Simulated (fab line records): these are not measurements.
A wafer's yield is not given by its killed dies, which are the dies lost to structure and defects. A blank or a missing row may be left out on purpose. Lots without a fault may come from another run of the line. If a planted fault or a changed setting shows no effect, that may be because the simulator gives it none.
Tool commonality check	flow nand_harc	Sample size 11 lots and 39 wafers

REASON FOR OPENING
At NHARC_END_WLT_00 the reading VT_DECK1_MEDIAN_NEAR_BOTTOM_INNER is flagged on 2 of 11 lots. Wafers without a fault read 0.871, standard deviation 0.0064.
Rule: a lot is flagged in two cases, either no wafer of it has a number, or all its wafers with numbers fall more than 4 standard deviations from that mean. All remaining lots are regarded as sound.

lot	measured	on	VT_DECK1_MEDIAN_NEAR_BOTTOM_INNER, wafer by wafer	flag
L452	day 19 03:12	prober-02	0.864 0.868 0.864	
L451	day 19 03:41	prober-01	0.877 0.871 0.876	
L454	day 19 16:40	prober-02	0.869 0.880 0.875	
L455	day 19 19:47	prober-01	0.866 0.870 0.866	
L453	day 20 00:55	prober-02	0.866 0.873 0.872	
L460	day 21 10:24	prober-02	0.988 0.980 0.989 0.977 0.977 0.988	FLAGGED
L461	day 22 12:57	prober-01	0.984 0.992 0.987 0.984 0.988 0.985	FLAGGED
L466	day 22 13:28	prober-02	0.884 0.882 0.879	
L467	day 23 02:44	prober-02	0.873 0.862 0.864	
L470	day 24 08:16	prober-02	0.866 0.870 0.875	
L473	day 25 00:18	prober-01	0.864 0.870 0.862	
On average the flagged lots' numbers are 0.985, which is +0.114 against the usual, or +18 standard deviations.

TOOL THAT RAN EACH LOT
The record holds 3 process steps before the reading, out of a route of 1159 steps. In each cell: the tool, then ch and the chambers that the sampled wafers went through, then the start.
lot	flag	NHARC_P_STI_PRECLEAN_32	NHARC_THIN_TSV_DEP_43	NHARC_THIN_TSV_ANNEAL_52
L452		wet_bench-01 ch 3,4,6, day 2 21:43	pecvd-03 ch 0,1,2, day 18 15:43	rtp_anneal-01 ch 0, day 18 20:54
L451		wet_bench-01 ch 3,6,7, day 2 10:13	pecvd-02 ch 1,2, day 18 14:31	rtp_anneal-01 ch 0, day 18 19:22
L454		wet_bench-01 ch 1,3,4, day 3 07:46	pecvd-01 ch 0,2, day 19 04:51	rtp_anneal-02 ch 0, day 19 09:58
L455		wet_bench-02 ch 0,4,5, day 3 13:47	pecvd-02 ch 0,2, day 19 03:43	rtp_anneal-01 ch 0, day 19 08:31
L453		wet_bench-02 ch 1,3,4, day 2 21:52	pecvd-02 ch 0,1, day 19 02:29	rtp_anneal-02 ch 0, day 19 07:24
L460	FLAGGED	wet_bench-01 ch 0,6,7, day 4 17:56	pecvd-02 ch 0,2, day 20 19:59	rtp_anneal-02 ch 0, day 21 01:49
L461	FLAGGED	wet_bench-01 ch 3,4,6, day 5 05:43	pecvd-02 ch 0,1,2, day 21 23:31	rtp_anneal-01 ch 0, day 22 04:23
L466		wet_bench-02 ch 0,4,7, day 6 05:55	pecvd-01 ch 0,2, day 22 00:47	rtp_anneal-01 ch 0, day 22 05:58
L467		wet_bench-05 ch 4,6,7, day 6 12:43	pecvd-03 ch 0,1,2, day 22 13:34	rtp_anneal-02 ch 0, day 22 18:59
L470		wet_bench-02 ch 4,5,6, day 7 10:26	pecvd-01 ch 0,1,2, day 23 08:04	rtp_anneal-01 ch 0, day 23 22:43
L473		wet_bench-05 ch 1,3,5, day 8 01:48	pecvd-02 ch 0,1,2, day 24 07:05	rtp_anneal-02 ch 0, day 24 13:11
What the steps here do:
- NHARC_P_STI_PRECLEAN_32: cleans in SC1.
- NHARC_THIN_TSV_DEP_43: deposits SiO2, target thk 1328.5 nm.
- NHARC_THIN_TSV_ANNEAL_52: time 90 s.
- NHARC_END_WLT_00

FLAGGED OVER TOTAL, TOOL BY TOOL (the gauges that took the reading come last)
step	tool	lots run	flagged	share of the flagged lots	sound lots run after its first flagged lot
NHARC_P_STI_PRECLEAN_32	wet_bench-01	5	2	all	0
NHARC_P_STI_PRECLEAN_32	wet_bench-02	4	0	none	-
NHARC_P_STI_PRECLEAN_32	wet_bench-05	2	0	none	-
NHARC_THIN_TSV_DEP_43	pecvd-01	3	0	none	-
NHARC_THIN_TSV_DEP_43	pecvd-02	6	2	all	1 (L473)
NHARC_THIN_TSV_DEP_43	pecvd-03	2	0	none	-
NHARC_THIN_TSV_ANNEAL_52	rtp_anneal-01	6	1	some	2 (L466,L470)
NHARC_THIN_TSV_ANNEAL_52	rtp_anneal-02	5	1	some	2 (L467,L473)
NHARC_END_WLT_00	prober-01	4	1	some	1 (L473)
NHARC_END_WLT_00	prober-02	7	1	some	3 (L466,L467,L470)

WHAT THE TABLE PERMITS
Table rows that saw every flagged lot: 2, namely wet_bench-01 at NHARC_P_STI_PRECLEAN_32 and pecvd-02 at NHARC_THIN_TSV_DEP_43.
- wet_bench-01 at NHARC_P_STI_PRECLEAN_32 ran 5 lots, 2 of them flagged. A fault beginning between L454 (day 3 07:46), its last sound lot, and L460 (day 4 17:56), its first flagged one, fits the data.
- pecvd-02 at NHARC_THIN_TSV_DEP_43 ran 6 lots, 2 of them flagged. Sound lots ran on it after the first flagged one (L473), which a lasting fault on the whole tool wouldn't allow.
wet_bench-01 at NHARC_P_STI_PRECLEAN_32 is the single tool remaining.

WHAT THE SIMULATOR PUT IN
Metallic contamination source: wet_bench-01, from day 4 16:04 on, at NHARC_P_STI_PRECLEAN_32. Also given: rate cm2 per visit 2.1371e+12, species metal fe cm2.
Shown lots that were struck: L460, L461. This agrees with what the rule above found.
